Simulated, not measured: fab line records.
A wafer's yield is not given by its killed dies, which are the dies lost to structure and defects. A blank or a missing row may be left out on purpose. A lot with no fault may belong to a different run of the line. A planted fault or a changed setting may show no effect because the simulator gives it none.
Lot-split experiment / flow n5 finfet / route with 1938 steps; 7 lots, 39 wafers read

== ON THE SPLIT ==
At N5_DUMMY_GATE_HM_DEP_06 (deposits SiNx from DCS/NH3, target thk 80 nm, time 5141 s), the setting time s was moved away from the recipe's 5141 s on 30 of the 39 wafers read, by -12.8% to +15.8%. This setting was run at the recipe's value on the other wafers.

Reading taken at the split's own step.

== THE READING ==
SiNx_of_DUMMY_GATE_HM_DEP_06.thk nm (the simulator's own value, which no gauge read), in nm, at N5_DUMMY_GATE_HM_DEP_06 (deposits SiNx from DCS/NH3, target thk 80 nm, time 5141 s). The file gives no usual value for it. Average 79.1 nm, standard deviation 0.38 nm, over the 9 wafers here run with the recipe.

wafer=L076.1; tool, chamber at the split=-, -; time s as run, s=5603; against the recipe=+9.0%; SiNx_of_DUMMY_GATE_HM_DEP_06.thk nm, nm=87.6; against lot-mates on the recipe=no lot-mate on the recipe
wafer=L076.2; tool, chamber at the split=-, -; time s as run, s=5603; against the recipe=+9.0%; SiNx_of_DUMMY_GATE_HM_DEP_06.thk nm, nm=87.8; against lot-mates on the recipe=no lot-mate on the recipe
wafer=L076.6; tool, chamber at the split=-, -; time s as run, s=5603; against the recipe=+9.0%; SiNx_of_DUMMY_GATE_HM_DEP_06.thk nm, nm=87.8; against lot-mates on the recipe=no lot-mate on the recipe
wafer=L076.3; tool, chamber at the split=-, -; time s as run, s=5603; against the recipe=+9.0%; SiNx_of_DUMMY_GATE_HM_DEP_06.thk nm, nm=87.2; against lot-mates on the recipe=no lot-mate on the recipe
wafer=L076.4; tool, chamber at the split=-, -; time s as run, s=5603; against the recipe=+9.0%; SiNx_of_DUMMY_GATE_HM_DEP_06.thk nm, nm=86.4; against lot-mates on the recipe=no lot-mate on the recipe
wafer=L076.5; tool, chamber at the split=-, -; time s as run, s=5603; against the recipe=+9.0%; SiNx_of_DUMMY_GATE_HM_DEP_06.thk nm, nm=87.4; against lot-mates on the recipe=no lot-mate on the recipe
wafer=L081.1; tool, chamber at the split=-, -; time s as run, s=4481; against the recipe=-12.8%; SiNx_of_DUMMY_GATE_HM_DEP_06.thk nm, nm=69.2; against lot-mates on the recipe=no lot-mate on the recipe
wafer=L081.5; tool, chamber at the split=-, -; time s as run, s=4481; against the recipe=-12.8%; SiNx_of_DUMMY_GATE_HM_DEP_06.thk nm, nm=69.2; against lot-mates on the recipe=no lot-mate on the recipe
wafer=L081.2; tool, chamber at the split=-, -; time s as run, s=4481; against the recipe=-12.8%; SiNx_of_DUMMY_GATE_HM_DEP_06.thk nm, nm=68.8; against lot-mates on the recipe=no lot-mate on the recipe
wafer=L081.3; tool, chamber at the split=-, -; time s as run, s=4481; against the recipe=-12.8%; SiNx_of_DUMMY_GATE_HM_DEP_06.thk nm, nm=69.4; against lot-mates on the recipe=no lot-mate on the recipe
wafer=L081.4; tool, chamber at the split=-, -; time s as run, s=4481; against the recipe=-12.8%; SiNx_of_DUMMY_GATE_HM_DEP_06.thk nm, nm=69; against lot-mates on the recipe=no lot-mate on the recipe
wafer=L081.6; tool, chamber at the split=-, -; time s as run, s=4481; against the recipe=-12.8%; SiNx_of_DUMMY_GATE_HM_DEP_06.thk nm, nm=68.4; against lot-mates on the recipe=no lot-mate on the recipe
wafer=L082.1; tool, chamber at the split=-, -; time s as run, s=4591; against the recipe=-10.7%; SiNx_of_DUMMY_GATE_HM_DEP_06.thk nm, nm=71.2; against lot-mates on the recipe=no lot-mate on the recipe
wafer=L082.4; tool, chamber at the split=-, -; time s as run, s=4591; against the recipe=-10.7%; SiNx_of_DUMMY_GATE_HM_DEP_06.thk nm, nm=71.2; against lot-mates on the recipe=no lot-mate on the recipe
wafer=L082.2; tool, chamber at the split=-, -; time s as run, s=4591; against the recipe=-10.7%; SiNx_of_DUMMY_GATE_HM_DEP_06.thk nm, nm=70.6; against lot-mates on the recipe=no lot-mate on the recipe
wafer=L082.3; tool, chamber at the split=-, -; time s as run, s=4591; against the recipe=-10.7%; SiNx_of_DUMMY_GATE_HM_DEP_06.thk nm, nm=70.8; against lot-mates on the recipe=no lot-mate on the recipe
wafer=L082.6; tool, chamber at the split=-, -; time s as run, s=4591; against the recipe=-10.7%; SiNx_of_DUMMY_GATE_HM_DEP_06.thk nm, nm=70.8; against lot-mates on the recipe=no lot-mate on the recipe
wafer=L082.5; tool, chamber at the split=-, -; time s as run, s=4591; against the recipe=-10.7%; SiNx_of_DUMMY_GATE_HM_DEP_06.thk nm, nm=71.4; against lot-mates on the recipe=no lot-mate on the recipe
wafer=L090.3; tool, chamber at the split=lpcvd-01, 0/50; time s as run, s=5141; against the recipe=recipe; SiNx_of_DUMMY_GATE_HM_DEP_06.thk nm, nm=79.6; against lot-mates on the recipe=-
wafer=L090.4; tool, chamber at the split=lpcvd-01, 0/54,0/64; time s as run, s=5141; against the recipe=recipe; SiNx_of_DUMMY_GATE_HM_DEP_06.thk nm, nm=79.2; against lot-mates on the recipe=-
wafer=L090.6; tool, chamber at the split=lpcvd-01, 0/54,0/64; time s as run, s=5141; against the recipe=recipe; SiNx_of_DUMMY_GATE_HM_DEP_06.thk nm, nm=79.2; against lot-mates on the recipe=-
wafer=L091.1; tool, chamber at the split=-, -; time s as run, s=4905; against the recipe=-4.6%; SiNx_of_DUMMY_GATE_HM_DEP_06.thk nm, nm=77; against lot-mates on the recipe=no lot-mate on the recipe
wafer=L091.2; tool, chamber at the split=-, -; time s as run, s=4905; against the recipe=-4.6%; SiNx_of_DUMMY_GATE_HM_DEP_06.thk nm, nm=76.2; against lot-mates on the recipe=no lot-mate on the recipe
wafer=L091.3; tool, chamber at the split=-, -; time s as run, s=4905; against the recipe=-4.6%; SiNx_of_DUMMY_GATE_HM_DEP_06.thk nm, nm=76.2; against lot-mates on the recipe=no lot-mate on the recipe
wafer=L091.4; tool, chamber at the split=-, -; time s as run, s=4905; against the recipe=-4.6%; SiNx_of_DUMMY_GATE_HM_DEP_06.thk nm, nm=76.4; against lot-mates on the recipe=no lot-mate on the recipe
wafer=L091.5; tool, chamber at the split=-, -; time s as run, s=4905; against the recipe=-4.6%; SiNx_of_DUMMY_GATE_HM_DEP_06.thk nm, nm=77.2; against lot-mates on the recipe=no lot-mate on the recipe
wafer=L091.6; tool, chamber at the split=-, -; time s as run, s=4905; against the recipe=-4.6%; SiNx_of_DUMMY_GATE_HM_DEP_06.thk nm, nm=77.2; against lot-mates on the recipe=no lot-mate on the recipe
wafer=L096.1; tool, chamber at the split=-, -; time s as run, s=5141; against the recipe=recipe; SiNx_of_DUMMY_GATE_HM_DEP_06.thk nm, nm=78.8; against lot-mates on the recipe=-
wafer=L096.2; tool, chamber at the split=-, -; time s as run, s=5141; against the recipe=recipe; SiNx_of_DUMMY_GATE_HM_DEP_06.thk nm, nm=79.2; against lot-mates on the recipe=-
wafer=L096.5; tool, chamber at the split=-, -; time s as run, s=5141; against the recipe=recipe; SiNx_of_DUMMY_GATE_HM_DEP_06.thk nm, nm=79.2; against lot-mates on the recipe=-
wafer=L096.3; tool, chamber at the split=-, -; time s as run, s=5141; against the recipe=recipe; SiNx_of_DUMMY_GATE_HM_DEP_06.thk nm, nm=78.2; against lot-mates on the recipe=-
wafer=L096.4; tool, chamber at the split=-, -; time s as run, s=5141; against the recipe=recipe; SiNx_of_DUMMY_GATE_HM_DEP_06.thk nm, nm=79; against lot-mates on the recipe=-
wafer=L096.6; tool, chamber at the split=-, -; time s as run, s=5141; against the recipe=recipe; SiNx_of_DUMMY_GATE_HM_DEP_06.thk nm, nm=79.4; against lot-mates on the recipe=-
wafer=L097.1; tool, chamber at the split=-, -; time s as run, s=5954; against the recipe=+15.8%; SiNx_of_DUMMY_GATE_HM_DEP_06.thk nm, nm=93.4; against lot-mates on the recipe=no lot-mate on the recipe
wafer=L097.2; tool, chamber at the split=-, -; time s as run, s=5954; against the recipe=+15.8%; SiNx_of_DUMMY_GATE_HM_DEP_06.thk nm, nm=93.8; against lot-mates on the recipe=no lot-mate on the recipe
wafer=L097.3; tool, chamber at the split=-, -; time s as run, s=5954; against the recipe=+15.8%; SiNx_of_DUMMY_GATE_HM_DEP_06.thk nm, nm=93.8; against lot-mates on the recipe=no lot-mate on the recipe
wafer=L097.4; tool, chamber at the split=-, -; time s as run, s=5954; against the recipe=+15.8%; SiNx_of_DUMMY_GATE_HM_DEP_06.thk nm, nm=94; against lot-mates on the recipe=no lot-mate on the recipe
wafer=L097.5; tool, chamber at the split=-, -; time s as run, s=5954; against the recipe=+15.8%; SiNx_of_DUMMY_GATE_HM_DEP_06.thk nm, nm=93; against lot-mates on the recipe=no lot-mate on the recipe
wafer=L097.6; tool, chamber at the split=-, -; time s as run, s=5954; against the recipe=+15.8%; SiNx_of_DUMMY_GATE_HM_DEP_06.thk nm, nm=92.8; against lot-mates on the recipe=no lot-mate on the recipe
If several chambers appear in one row, that row covers several wafers at once and the file leaves open which wafer was in which chamber.

FIT RESULTS
A straight line over all 39 wafers: SiNx_of_DUMMY_GATE_HM_DEP_06.thk nm changes by +0.842 nm for each +1% of time s; r = +1.00; the points scatter about the line by 0.64 nm.
Too few moved wafers with a lot-mate on the recipe to fit a line net of each lot's own level.

== THE FILE'S OWN FIT ==
SiNx_of_DUMMY_GATE_HM_DEP_06.thk nm changes by +0.842 nm for each +1% of time s, r = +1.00.
